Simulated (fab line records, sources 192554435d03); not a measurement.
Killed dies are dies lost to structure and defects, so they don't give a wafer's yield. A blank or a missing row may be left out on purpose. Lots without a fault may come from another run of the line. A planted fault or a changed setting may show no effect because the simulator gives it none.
fab line records | flow n5_finfet
record lots=6 wafers=18 last_day=16
route steps=1938 shown BEOL_M0@719 BEOL_M1@751 PASSIVATION@1936
lots that met no fault: from a run of the same line without faults
start_h: hours from the record's first day to the start of the lot's first wafer shown | wait_h: hours since the lot's step before | " the same as in the row above | L1.1+2: a row that stands for several wafers | - no value, or no start given | * or withheld: withheld | < > ~ a bound
route shown NAME@n: a module of which the file shows steps, and the number in the route of the first | usual: mean/standard deviation of fault-free wafers | same: alike in all rows | chamber/n: place in a boat | sites: the reading at each site | _std_site: their standard deviation | _edge_site: outer sites' mean less inner sites' | radius_mm: how far each site lies from the wafer's centre | mask NAME#n: copy n | behind: the tool/chamber that last shaped the wafer | hold: why the lot was held/for how many hours/how that ended | device: the transistor (n, p or np) that didn't switch | end of line: the same wafers' tests at the end of the route | a step without rows: its recipe alone | killed: dies lost to structure and defects at the first sort, not the wafer's yield | map: a wafer's dies, x killed, . not, _ none there
set.NAME: the setting as run; set.NAME@STEP: as run at that earlier step | model.NAME: the simulator's own value behind a step, which no gauge read
lots at some steps of the route; a table a step, a row a wafer
services: from which hour (start_h, from the record's first day; less than 0 if before it) a tool's chamber was out of use, for how many hours, and why
## steps
# step N5_BEOL_M0_WET_ETCH_106
# recipe chemistry=DHF dilution=10:1 temp_c=25 target=SiO2 target_depth_a=1300 dry=ipa_marangoni rinse_time_s=30 rinse_temp_c=23
# step N5_BEOL_M0_ETCH_128
# recipe chemistry=CF4/N2 target_depth_a=120 overetch_a=51 target=SiCN time_s=21.4 ion_energy_ev=150 pressure_mtorr=40 source_w=430 bias_w=70 Ar_flow_sccm=100 cf4_flow_sccm=60 n2_flow_sccm=60
# step N5_BEOL_M0_TRENCH_ETCH_107
# recipe chemistry=C4F6/O2 target_depth_a=328 target=SiOC time_s=16.4 ion_energy_ev=250 pressure_mtorr=30 source_w=355 bias_w=185 Ar_flow_sccm=300 C4F6_flow_sccm=10 O2_flow_sccm=10
# step N5_BEOL_M0_STRIP_142
# recipe chemistry=N2/H2 time_s=10 power_w=450 temp_c=40 pressure_mtorr=20 rf_frequency_hz=6e+07 bias_power_w=7 n2_flow_sccm=200 h2_flow_sccm=200
# step N5_BEOL_M0_OCD_MEAS_108
# usual trench_depth_nm=32.9/0.71
# columns lot.wafer tool chamber start_h wait_h trench_depth_nm
L509.1 ocd-02 - 126.98 0.1 31.8
L509.4 " - " " 34.0
L509.6 " - " " 32.5
L508.1 ocd-01 - 127.02 0.1 31.6
L508.4 " - " " 32.9
L508.5 " - " " 32.1
L511.1 ocd-01 - 141.13 0.1 32.8
L511.2 " - " " 32.7
L511.4 " - " " 32.2
L512.4 ocd-01 - 150.50 0.0 32.1
L512.5 " - " " 31.6
L512.6 " - " " 33.7
L520.1 ocd-01 - 187.16 0.1 33.9
L520.5 " - " " 33.5
L520.6 " - " " 32.4
L521.3 ocd-01 - 199.54 0.1 31.7
L521.4 " - " " 33.5
L521.5 " - " " 34.3
# step N5_BEOL_M0_HM_STRIP_129
# recipe chemistry=peroxide_tin_strip material=TiN target_depth_a=170 temp_c=50 time_s=108
# step N5_BEOL_M0_SRD_130
# recipe time_s=30 temp_c=23 rinse_liquid=diw dry=ipa_marangoni
# step N5_BEOL_M0_ETCH_109
# recipe chemistry=CH3F/O2 target_depth_a=80 overetch_a=24 target=SiCN time_s=27.4 ion_energy_ev=120 pressure_mtorr=30 source_w=395 bias_w=75 Ar_flow_sccm=150 CH3F_flow_sccm=30 O2_flow_sccm=20
# step N5_BEOL_M0_STRIP_139
# recipe chemistry=post_etch_residue_remover time_s=60 temp_c=25 remover_ph=withheld remover_water_wt_pct=withheld remover_fluoride_wt_pct=withheld
# step N5_BEOL_M0_SRD_111
# recipe time_s=30 temp_c=23 rinse_liquid=diw dry=ipa_marangoni
# step N5_BEOL_M0_DEGAS_112
# recipe ambient=vacuum temp_c=250 time_s=60
# step N5_BEOL_M0_PRE_CLEAN_113
# recipe gas=H2/He time_s=30 temp_c=250
# step N5_BEOL_M0_ALD_136
# recipe material=TaN target_thk_a=* temp_c=275 ald_precursor_family=PDMAT ald_co_reactant=NH3 pressure_torr=3 carrier_flow_sccm=1500 pulse_time_s=2 purge_time_s=3 co_reactant_purge_time_s=2 co_reactant_pulse_time_s=3 ald_cycles=30 precursor_vessel_temp_c=75 precursor_vessel_pressure_torr=26.25 precursor_vessel_carrier_sccm=1000
# usual heater_power_w=404/27
# columns lot.wafer tool chamber start_h wait_h heater_power_w since_wet_clean_h
L509.1 ald_metal-03 0 127.80 0.0 398 4406
L509.4 " 2 " " 373 4406
L509.6 " 1 " " 413 -
L508.1 ald_metal-04 2 128.02 0.0 408 5945
L508.4 " 0 " " 388 5945
L508.5 " 2 " " 409 -
L511.1 ald_metal-02 2 141.94 0.0 367 1343
L511.2 " 3 " " 374 1343
L511.4 " 0 " " 405 1343
L512.4 ald_metal-04 1 151.24 0.0 372 5968
L512.5 " 0 " " 402 -
L512.6 " 3 " " 451 -
L520.1 ald_metal-04 0 187.85 0.0 397 6005
L520.5 " 2 " " 409 -
L520.6 " 3 " " 449 -
L521.3 ald_metal-04 3 200.05 0.1 452 6017
L521.4 " 0 " " 398 6017
L521.5 " 3 " " 441 -
# step N5_BEOL_M0_SURFACE_TREAT_137
# recipe gas=Ar time_s=* ion_energy_ev=* ion_current_ma_cm2=0.5 pressure_mtorr=* ar_flow_sccm=30
# step N5_BEOL_M0_CVD_115
# recipe material=Co target_thk_a=* temp_c=withheld precursor=CCTBA/H2 pressure_torr=30 time_s=120
# step N5_BEOL_M0_SPUTTER_116
# recipe material=Cu target_thk_a=40 temp_c=-20 chamber_pressure_pa=0.07 power_w=withheld time_s=7.37
# step N5_BEOL_M0_ANNEAL_117
# recipe temp_c=400 time_s=60 ambient=vacuum
# step N5_BEOL_M0_SPUTTER_132
# recipe material=Cu target_thk_a=40 temp_c=-20 chamber_pressure_pa=0.07 power_w=withheld time_s=7.37
# usual throttle_valve_pct=30.6/1
# same time_s=7.37
# columns lot.wafer tool chamber start_h wait_h throttle_valve_pct
L509.1 pvd_sputter-01 - 128.77 0.0 30.8
L509.4 " - " " 29.5
L509.6 " - " " 32.3
L508.1 pvd_sputter-03 - 128.85 0.0 31.3
L508.4 " - " " 30.9
L508.5 " - " " 28.7
L511.1 pvd_sputter-02 - 142.73 0.0 29.9
L511.2 " - " " 32.3
L511.4 " - " " 30.3
L512.4 pvd_sputter-01 - 153.28 0.0 29.6
L512.5 " - " " 32.2
L512.6 " - " " 30.4
L520.1 pvd_sputter-02 - 188.38 0.0 32.1
L520.5 " - " " 31.3
L520.6 " - " " 29.9
L521.3 pvd_sputter-01 - 201.38 0.0 30.4
L521.4 " - " " 29.7
L521.5 " - " " 30.7
# step N5_BEOL_M0_ANNEAL_133
# recipe temp_c=400 time_s=60 ambient=vacuum
# step N5_BEOL_M0_SPUTTER_134
# recipe material=Cu target_thk_a=40 temp_c=-20 chamber_pressure_pa=0.07 power_w=withheld time_s=7.37
# step N5_BEOL_M0_ANNEAL_135
# recipe temp_c=400 time_s=60 ambient=vacuum
# step N5_BEOL_M0_SPUTTER_141
# recipe material=Cu target_thk_a=40 temp_c=-20 chamber_pressure_pa=0.07 power_w=withheld time_s=7.37
# step N5_BEOL_M0_ECD_118
# recipe material=Cu target_thk_a=3000
# step N5_BEOL_M0_ANNEAL_119
# recipe temp_c=225 time_s=90 ambient=N2
# usual wafer_temp_C_max=226.13/0.29
# same time_s=90
# columns lot.wafer tool chamber start_h wait_h wafer_temp_C_max
L509.1 rtp_anneal-02 0 129.27 0.1 226.25
L509.4 " 0 " " 226.18
L509.6 " 0 " " 225.95
L508.1 rtp_anneal-02 0 130.44 1.2 226.01
L508.4 " 0 " " 226.67
L508.5 " 0 " " 226.06
L511.1 rtp_anneal-02 0 143.73 0.6 226.03
L511.2 " 0 " " 225.98
L511.4 " 0 " " 225.98
L512.4 rtp_anneal-01 0 154.22 0.5 225.76
L512.5 " 0 " " 225.75
L512.6 " 0 " " 226.01
L520.1 rtp_anneal-02 0 192.10 3.3 226.18
L520.5 " 0 " " 225.91
L520.6 " 0 " " 226.47
L521.3 rtp_anneal-02 0 201.91 0.1 225.98
L521.4 " 0 " " 226.42
L521.5 " 0 " " 226.16
# step N5_BEOL_M0_CMP_120
# recipe stop_on=SiOC t_overpolish_s=6.9 down_force_psi=1 platen_rpm=50 clearing_platen_down_force_psi=1.5 clearing_platen_rpm=50 post_cmp_clean=cu_alkaline clearing_platen_pad_velocity_m_s=0.99484 pad_velocity_m_s=0.99484
# step N5_BEOL_M0_PRE_CLEAN_131
# recipe gas=NH3/H2 time_s=15 temp_c=* rf_power_w=300
# step N5_BEOL_M0_CO_CAP_123
# recipe material=Co target_thk_a=20 temp_c=200 precursor=CCTBA/H2 pressure_torr=30 time_s=102.1
# usual heater_power_w=235/17
# same time_s=102.1
# columns lot.wafer tool chamber start_h wait_h heater_power_w since_wet_clean_h
L509.1 cvd_co-02 0 129.96 0.0 234 890
L509.4 " 0 " " 234 -
L509.6 " 2 " " 208 -
L508.1 cvd_co-02 0 131.15 0.0 231 891
L508.4 " 0 " " 234 -
L508.5 " 0 " " 229 -
L511.1 cvd_co-01 1 144.43 0.0 225 1123
L511.2 " 0 " " 261 686
L511.4 " 0 " " 267 -
L512.4 cvd_co-01 1 154.83 0.1 236 -
L512.5 " 1 " " 233 -
L512.6 " 0 " " 268 -
L520.1 cvd_co-02 0 192.77 0.0 229 953
L520.5 " 1 " " 237 -
L520.6 " 0 " " 228 -
L521.3 cvd_co-02 1 202.49 0.0 231 66
L521.4 " 2 " " 211 -
L521.5 " 0 " " 231 -
# step N5_BEOL_M0_PRE_CLEAN_124
# recipe gas=NH3 time_s=15 temp_c=withheld rf_power_w=300
# step N5_BEOL_M0_DEP_125
# recipe material=SiCN target_thk_a=80 temp_c=withheld precursor=3MS/NH3 pressure_torr=3 rf_w=202 time_s=14
# step N5_BEOL_M0_RS_MEAS_126
# recipe thk_meas_gauge=four-point-probe reads=Co_of_BEOL_M0_CO_CAP_123+Cu_of_BEOL_M0_ECD_118+Co_of_BEOL_M0_CVD_115+TaN_of_BEOL_M0_ALD_136
# usual M0_RS=0.539/0.019
# columns lot.wafer tool chamber start_h wait_h M0_RS[ohm/sq]
L509.1 film_metro-02 - 130.18 0.0 0.551
L509.4 " - " " 0.546
L509.6 " - " " 0.545
L508.1 film_metro-02 - 131.36 0.0 0.532
L508.4 " - " " 0.545
L508.5 " - " " 0.521
L511.1 film_metro-01 - 144.65 0.0 0.540
L511.2 " - " " 0.522
L511.4 " - " " 0.552
L512.4 film_metro-02 - 155.01 0.0 0.527
L512.5 " - " " 0.523
L512.6 " - " " 0.515
L520.1 film_metro-02 - 192.95 0.0 0.577
L520.5 " - " " 0.553
L520.6 " - " " 0.551
L521.3 film_metro-01 - 202.68 0.1 0.522
L521.4 " - " " 0.539
L521.5 " - " " 0.522
# step N5_BEOL_M1_ILD_DEP_00
# recipe material=SiOC target_thk_a=790 temp_c=350 precursor=DEMS/O2 pressure_torr=5 rf_w=500 time_s=15.3
# usual heater_power_w=486/65 rf_fwd_power_W=493.8/2.5 showerhead_plenum_p_Torr=5.693/0.015 throttle_valve_pct=11.8/0.62
# same time_s=15.3
# columns lot.wafer tool chamber start_h wait_h heater_power_w rf_fwd_power_W showerhead_plenum_p_Torr since_wet_clean_h throttle_valve_pct
L509.1 pecvd-02 1 130.24 0.0 575 494.9 5.703 1922 11.8
L509.4 " 2 " " 469 493.2 5.682 - 10.8
L509.6 " 0 " " 489 495.8 5.682 - 12.9
L508.1 pecvd-04 1 131.43 0.0 493 490.8 5.720 1742 12.7
L508.4 " 2 " " 467 491.0 5.726 - 11.5
L508.5 " 0 " " 377 488.9 5.661 - 12.1
L511.1 pecvd-02 2 144.71 0.0 575 496.3 5.668 446 11.1
L511.2 " 1 " " 530 495.2 5.704 1936 11.8
L511.4 " 0 " " 468 496.3 5.679 - 12.7
L512.4 pecvd-04 1 155.09 0.1 451 491.2 5.713 - 12.4
L512.5 " 2 " " 475 494.3 5.699 - 11.6
L512.6 " 0 " " 433 490.3 5.677 - 11.9
L520.1 pecvd-02 1 193.02 0.0 485 493.0 5.693 1984 11.3
L520.5 " 0 " " 492 493.6 5.690 - 12.7
L520.6 " 2 " " 530 493.9 5.679 - 11.0
L521.3 pecvd-02 2 202.74 0.0 532 493.2 5.687 504 10.8
L521.4 " 1 " " 551 496.9 5.687 - 11.8
L521.5 " 2 " " 535 494.0 5.664 - 11.2
# step N5_BEOL_M1_THK_MEAS_01
# recipe reads=SiOC_of_BEOL_M1_ILD_DEP_00
# usual M1_ILD_THK=79.0/1.1
# columns lot.wafer tool chamber start_h wait_h M1_ILD_THK[nm]
L509.1 film_metro-02 - 130.31 0.0 78.0
L509.4 " - " " 81.0
L509.6 " - " " 78.9
L508.1 film_metro-01 - 131.49 0.0 78.7
L508.4 " - " " 79.1
L508.5 " - " " 79.7
L511.1 film_metro-01 - 144.78 0.0 79.0
L511.2 " - " " 77.8
L511.4 " - " " 78.8
L512.4 film_metro-02 - 155.14 0.0 79.0
L512.5 " - " " 78.0
L512.6 " - " " 79.2
L520.1 film_metro-01 - 193.08 0.0 79.0
L520.5 " - " " 79.2
L520.6 " - " " 81.3
L521.3 film_metro-01 - 202.81 0.1 78.7
L521.4 " - " " 78.0
L521.5 " - " " 80.1
# step N5_BEOL_M1_PECVD_72
# recipe material=SiO2 target_thk_a=160 temp_c=400 precursor=TEOS/O2 pressure_torr=5.5 rf_w=450 teos_flow_sccm=53.8 gas=O2 flow_sccm=3000 time_s=18
# step N5_BEOL_M1_HM_DEP_02
# recipe material=TiN target_thk_a=200 temp_c=25 chamber_pressure_pa=0.49996
# usual throttle_valve_pct=30.6/1
# columns lot.wafer tool chamber start_h wait_h throttle_valve_pct
L509.1 pvd_sputter-03 - 131.36 1.0 30.6
L509.4 " - " " 28.7
L509.6 " - " " 31.1
L508.1 pvd_sputter-02 - 132.34 0.8 31.4
L508.4 " - " " 32.3
L508.5 " - " " 30.2
L511.1 pvd_sputter-03 - 145.26 0.4 30.6
L511.2 " - " " 28.7
L511.4 " - " " 31.1
L512.4 pvd_sputter-03 - 157.12 1.9 30.5
L512.5 " - " " 29.0
L512.6 " - " " 31.2
L520.1 pvd_sputter-03 - 194.39 1.2 30.9
L520.5 " - " " 31.3
L520.6 " - " " 31.1
L521.3 pvd_sputter-01 - 203.12 0.3 30.6
L521.4 " - " " 29.5
L521.5 " - " " 29.8
# step N5_BEOL_M1_COAT_61
# recipe resist=SOC temp_c=250 time_s=60 spin_rpm=1500 resist_thk_nm=60
# step N5_BEOL_M1_COAT_62
# recipe resist=SiARC temp_c=220 time_s=60 spin_rpm=1500 resist_thk_nm=12
# step N5_BEOL_M1_COAT_73
# recipe resist=underlayer temp_c=205 time_s=60 spin_rpm=1500 resist_thk_nm=5
# step N5_BEOL_M1_COAT_05
# recipe resist=CAR-EUV spin_rpm=1500 resist_thk_nm=30
# step N5_BEOL_M1_EBR_07
# recipe solvent=PGMEA ebr_width_mm=1.5
# step N5_BEOL_M1_SOFTBAKE_06
# recipe temp_c=110 time_s=60 resist=CAR-EUV
# step N5_PASSIVATION_PROBE_49
# usual defect_limited_yield=91.1/1.4 killed_at_M0_to_M3=36/11 killed_at_M4_up=14/5.2 killed_at_contacts=12/6.1 killed_at_front_end=40/12 killed_at_other=3.2/2.5 killed_dies=105/16 killed_open=68/12 killed_short=35/8.7 sort_bin_5_function=5.2/0.89 sort_bin_6_memory=3.3/0.66 sort_bin_8_speed=0.01/0.085 sort_n_pass=1074/16 sort_yield_pct=91.1/1.4
# same gross_dies=1180 killed_at_back_side=0 sort_bin_4_leakage[%]=0
# columns lot.wafer tool chamber start_h wait_h defect_limited_yield[%] killed_at_M0_to_M3 killed_at_M4_up killed_at_contacts killed_at_front_end killed_at_other killed_dies killed_open killed_short sort_bin_5_function[%] sort_bin_6_memory[%] sort_bin_8_speed[%] sort_n_pass sort_yield_pct[%]
L509.1 prober-02 - 307.91 0.0 92.2 36 25 7 19 5 92 57 32 4.5 3.2 0 1088 92.2
L509.4 prober-02 - 308.06 0.2 94.1 26 15 9 17 3 70 47 21 3.9 1.9 0 1110 94.1
L509.6 prober-02 - 308.16 0.3 91.9 41 20 9 24 2 96 59 36 4.2 3.4 0 1084 91.9
L508.1 prober-01 - 320.55 0.0 88.7 43 22 9 58 1 133 90 41 6.4 4.6 0 1047 88.7
L508.4 prober-01 - 320.70 0.2 89.7 29 15 13 63 2 122 71 43 5.3 4.2 0 1058 89.7
L508.5 prober-01 - 320.75 0.2 89.0 28 23 14 63 2 130 78 41 5.9 3.8 0 1050 89.0
L511.1 prober-02 - 325.56 0.0 92.5 30 5 10 39 5 89 55 30 4.2 3.0 0 1091 92.5
L511.2 prober-02 - 325.61 0.1 89.4 39 6 27 50 3 125 90 33 6.6 3.7 0 1055 89.4
L511.4 prober-02 - 325.71 0.2 92.6 27 8 16 35 1 87 59 27 4.5 2.6 0 1093 92.6
L512.4 prober-01 - 331.88 0.2 92.0 40 10 13 29 2 94 67 24 4.2 3.3 1.02 1074 91.0
L512.5 prober-01 - 331.93 0.2 89.9 36 9 15 56 3 119 80 37 5.8 3.7 0.08 1060 89.8
L512.6 prober-01 - 331.98 0.3 92.9 25 13 12 34 0 84 58 26 3.8 3.1 0 1096 92.9
L520.1 prober-02 - 370.06 0.0 78.3 193 17 18 27 1 256 76 30 13.0 4.8 0 924 78.3
L520.5 prober-02 - 370.26 0.2 92.4 37 11 5 35 2 90 64 26 4.3 2.9 0 1090 92.4
L520.6 prober-02 - 370.31 0.3 92.8 42 13 11 18 1 85 64 16 4.2 2.7 0 1095 92.8
L521.3 prober-01 - 388.24 0.1 91.8 46 12 3 30 6 97 62 34 5.7 2.1 0 1083 91.8
L521.4 prober-01 - 388.29 0.2 76.9 202 15 12 41 3 273 81 48 13.9 5.2 0 907 76.9
L521.5 prober-01 - 388.34 0.2 88.1 50 28 11 46 5 140 97 40 7.0 4.3 0 1040 88.1
# killed by level:class
L509.1 BEOL_M4:geometric_particle:open=11 BEOL_M3:geometric_particle:open=7 BEOL_M0_SAQP:geometric_particle:open=6 BEOL_M2:geometric_particle:open=6 BEOL_M4:geometric_particle:short=6 MOL_CONTACT_COAG:geometric_particle:open=5 BEOL_M0_SAQP:geometric_particle:short=5 BEOL_M2:geometric_particle:short=5
L509.4 MOL_CONTACT_COAG:geometric_particle:open=8 BEOL_M4:geometric_particle:open=7 BEOL_M0_SAQP:geometric_particle:short=6 BEOL_M3:geometric_particle:open=6 BEOL_M0_SAQP:geometric_particle:open=5 DUMMY_GATE:geometric_particle:open=4 FIN_SAQP:geometric_particle:short=3 STI_FIN_REVEAL:geometric_particle:open=3
L509.6 BEOL_M0_SAQP:geometric_particle:open=10 BEOL_M4:geometric_particle:open=8 FIN_SAQP:geometric_particle:short=6 MOL_CONTACT_COAG:geometric_particle:open=6 BEOL_M2:geometric_particle:open=6 BEOL_M3:geometric_particle:open=5 BEOL_M2:geometric_particle:short=5 DUMMY_GATE:geometric_particle:open=4
L508.1 STI_FIN_REVEAL:geometric_particle:open=17 BEOL_M2:geometric_particle:open=14 FIN_SAQP:geometric_particle:open=8 BEOL_M0_SAQP:geometric_particle:short=8 BEOL_M1:geometric_particle:open=8 DUMMY_GATE:geometric_particle:open=7 MOL_CONTACT_COAG:geometric_particle:open=7 STI_FIN_REVEAL:geometric_particle:short=6
L508.4 STI_FIN_REVEAL:geometric_particle:open=15 FIN_SAQP:geometric_particle:short=13 MOL_CONTACT_COAG:geometric_particle:open=12 BEOL_M2:geometric_particle:open=9 GATE_CUT:geometric_particle:short=8 FIN_SAQP:geometric_particle:open=6 STI_FIN_REVEAL:geometric_particle:short=6 BEOL_M4:geometric_particle:open=6
L508.5 STI_FIN_REVEAL:geometric_particle:open=18 MOL_CONTACT_COAG:geometric_particle:open=12 BEOL_M4:geometric_particle:open=10 FIN_SAQP:geometric_particle:short=9 FIN_SAQP:geometric_particle:open=9 BEOL_M0_SAQP:geometric_particle:short=6 BEOL_M2:geometric_particle:open=6 HKMG_FIN:area_etch=6
L511.1 BEOL_M1:geometric_particle:open=11 GATE_CUT:geometric_particle:short=9 FIN_SAQP:geometric_particle:open=8 MOL_CONTACT_COAG:geometric_particle:open=8 BEOL_M2:geometric_particle:open=7 GATE_CUT:geometric_particle:open=6 FIN_SAQP:geometric_particle:short=5 BEOL_M0_SAQP:geometric_particle:short=3
L511.2 MOL_CONTACT_COAG:geometric_particle:open=24 FIN_SAQP:geometric_particle:open=20 BEOL_M0_SAQP:geometric_particle:short=9 BEOL_M0_SAQP:geometric_particle:open=8 STI_FIN_REVEAL:geometric_particle:open=8 BEOL_M2:geometric_particle:open=7 BEOL_M0:geometric_particle:open=6 FIN_SAQP:geometric_particle:short=5
L511.4 MOL_CONTACT_COAG:geometric_particle:open=13 FIN_SAQP:geometric_particle:open=11 GATE_CUT:geometric_particle:short=10 BEOL_M1:geometric_particle:open=7 BEOL_M0_SAQP:geometric_particle:open=6 BEOL_M2:geometric_particle:open=5 MOL_CONTACT_COAG:geometric_particle:short=3 BEOL_M0_SAQP:geometric_particle:short=3
L512.4 FIN_SAQP:geometric_particle:open=14 MOL_CONTACT_COAG:geometric_particle:open=12 BEOL_M3:geometric_particle:open=10 BEOL_M0_SAQP:geometric_particle:short=9 BEOL_M0_SAQP:geometric_particle:open=6 BEOL_M2:geometric_particle:open=5 DUMMY_GATE:geometric_particle:open=4 BEOL_M0:geometric_particle:open=4
L512.5 FIN_SAQP:geometric_particle:open=20 BEOL_M1:geometric_particle:open=15 FIN_SAQP:geometric_particle:short=13 MOL_CONTACT_COAG:geometric_particle:open=12 STI_FIN_REVEAL:geometric_particle:open=5 BEOL_M0_SAQP:geometric_particle:open=5 BEOL_M0_SAQP:geometric_particle:short=4 BEOL_M3:geometric_particle:open=4
L512.6 FIN_SAQP:geometric_particle:open=11 MOL_CONTACT_COAG:geometric_particle:open=10 FIN_SAQP:geometric_particle:short=6 STI_FIN_REVEAL:geometric_particle:open=6 BEOL_M4:geometric_particle:open=6 BEOL_M3:geometric_particle:open=5 BEOL_M0_SAQP:geometric_particle:open=5 BEOL_M1:geometric_particle:open=5
L520.1 BEOL_M0:unspecified=149 BEOL_M0_SAQP:geometric_particle:short=13 MOL_CONTACT_COAG:geometric_particle:open=13 BEOL_M0_SAQP:geometric_particle:open=10 STI_FIN_REVEAL:geometric_particle:open=8 BEOL_M4:geometric_particle:open=7 FIN_SAQP:geometric_particle:open=6 BEOL_M2:geometric_particle:open=6
L520.5 BEOL_M0_SAQP:geometric_particle:short=10 BEOL_M2:geometric_particle:open=10 BEOL_M3:geometric_particle:open=9 FIN_SAQP:geometric_particle:open=8 BEOL_M4:geometric_particle:open=7 STARTING-WAFER:geometric_particle:open=7 FIN_SAQP:geometric_particle:short=5 MOL_CONTACT_COAG:geometric_particle:open=5
L520.6 BEOL_M0_SAQP:geometric_particle:open=14 MOL_CONTACT_COAG:geometric_particle:open=11 BEOL_M2:geometric_particle:open=8 BEOL_M3:geometric_particle:open=7 BEOL_M0_SAQP:geometric_particle:short=5 FIN_SAQP:geometric_particle:open=4 STI_FIN_REVEAL:geometric_particle:open=4 BEOL_M4:geometric_particle:open=4
L521.3 BEOL_M0_SAQP:geometric_particle:short=11 BEOL_M2:geometric_particle:open=10 DUMMY_GATE:geometric_particle:open=6 BEOL_M3:geometric_particle:open=6 BEOL_M1:geometric_particle:open=6 FIN_SAQP:geometric_particle:open=4 GATE_CUT:geometric_particle:open=4 BEOL_M4:geometric_particle:open=4
L521.4 BEOL_M0:unspecified=144 BEOL_M0_SAQP:geometric_particle:short=12 BEOL_M2:geometric_particle:open=12 BEOL_M3:geometric_particle:open=11 MOL_CONTACT_COAG:geometric_particle:open=11 FIN_SAQP:geometric_particle:short=10 BEOL_M4:geometric_particle:open=8 GATE_CUT:geometric_particle:short=7
L521.5 BEOL_M1:geometric_particle:open=16 BEOL_M4:geometric_particle:open=15 MOL_CONTACT_COAG:geometric_particle:open=10 BEOL_M2:geometric_particle:open=9 FIN_SAQP:geometric_particle:short=8 BEOL_M0_SAQP:geometric_particle:open=8 BEOL_M3:geometric_particle:open=7 DUMMY_GATE:geometric_particle:open=6
# map L520.1 (x killed, . not)
_________________............________________
______________........x........._____________
___________....xxx...............x.__________
__________.................x........_________
________..............x.x.x....x......_______
_______......xx............x.......x.x.______
______.................................x_____
_____........x....x...x..x...........x...____
____................................x.....___
___....x..x.......................x........__
___..............xx....x...........x.......__
__......x.......x............x....x......x.x_
__.......................xx.....x......x...._
_....x...x.x.........x............x..........
_....x................x.x..........x.........
_.....x...x..x......x.....x...x.x............
_...x...x.x.............xx.x..x..........x...
_.........x..x....x.....x..............x.....
_......x.............x..x........xx........x.
_.....x......x....xx.......x.................
_xxx.........xx.xxxx.x.xxx...............x...
__....x..x.xxxxxxxx.xx..x..................._
__..x...xxxxxxxxxxxxxx.x..................x._
___......xxxxxxxxxxxxxxx...................__
___.....x.xxxxxxxxxxxxxx..................x__
____...x..xxxxxxxxxxxxxx...........x.....x___
_____.x..xxxxxxxxxxxxx.xx..x.x......xx...____
______.xx.xxxxxxxxxxxxxx............x..._____
_______..xxxxxxxxxxxxxx.....x........x.______
________.xxxxxxxxxxxx.......x........._______
__________x..xxxxxx..x.x............_________
___________..xxx.xx.....x..x...x...__________
______________.............x...._____________
_________________....x.......________________
# map L521.4 (x killed, . not)
_________________........x...________________
______________...x.x......x....._____________
___________...x....xx...x.......x..__________
__________.x.x.....x..x....x........_________
________......x........xx........x...._______
_______..x.xx........................xx______
______............x.........xx......x..._____
_____.x..x......x..........x..x.x...x....____
____.....x....x...........................___
___....x....x..x....x.xx...................__
___....x.....x....................x........__
__.......................xx......x.x........_
__x.xx......x..x....x.....x.x...x.....x....._
_......x........................x.x.xx..x..x.
_...x..x.....x...x......x.......x............
_...x.x.....x..x..x............x.............
_...................x.............x....x...x.
_x............x....................x.x.......
_...x...x..x.x....x.....x..x.......x.........
_.........xx.x.xx.xxx.....x..................
_x.x...x.xx..xx.xx...x.........x...........x.
__.........xxxxxxxxxx...x.x..x..........x..._
__.......xxxxxxxxxxxxx.x.x............x....._
___x.....xxxxxxxxxxxxxx...........x........__
___...x..xxxxxxxxxxxxxxxx.....x...x........__
____x..xxxxxxxxxxxxxxxx...................___
_____.x.xxxxxxxxxxxxxxxx...x.............____
______...xxxxxxxxxxxxx.................._____
_______x.xxxxxxxxxxxx........x........x______
________x..xxxxxxxxxxxx..............._______
__________x.xx.x.xxxx..x...x........_________
___________.x.xxxx.............xx..__________
______________.................._____________
_________________............________________
## services
# columns tool chamber start_h hours kind
cvd_co-02 1 114.67 - clean
cvd_co-02 1 114.67 22.0 scheduled_down
cvd_co-02 1 114.67 22.0 vent_cycle
ald_metal-03 3 116.94 5.0 repair
cvd_co-02 2 119.44 5.6 repair
cvd_co-01 - 131.06 0.4 repair
cvd_co-02 - 135.12 4.3 pm
pecvd-02 1 138.98 2.1 scheduled_down
ald_metal-04 - 147.83 2.8 pm
pecvd-04 0 157.67 2.1 scheduled_down
rtp_anneal-02 - 161.36 4.3 pm
cvd_co-02 - 163.65 6.9 pm
pvd_sputter-03 - 168.35 2.5 repair
ald_metal-04 - 188.72 1.3 repair
pecvd-04 1 192.15 2.1 scheduled_down
pecvd-02 2 194.93 2.1 scheduled_down
## key
first_sign step=N5_PASSIVATION_PROBE_49 reading=killed_at_M0_to_M3 direction=up sigmas=15 usual=36 struck=198
effect step=N5_PASSIVATION_PROBE_49 reading=defect_limited_yield direction=down sigmas=9.7 usual=91.1 struck=77.6
more_kills_born_at N5_BEOL_M0_ALD_136@ald_metal-04=293
met_at N5_BEOL_M0_ALD_136
struck_wafers L520.1,L521.4
onset_between 151.24 187.85
fault kind=chamber_particle_source tool=ald_metal-04 chamber=0 onset_h=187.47 steps=N5_BEOL_M0_ALD_136 rate_per_visit_cm2=1.6261 end_h=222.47
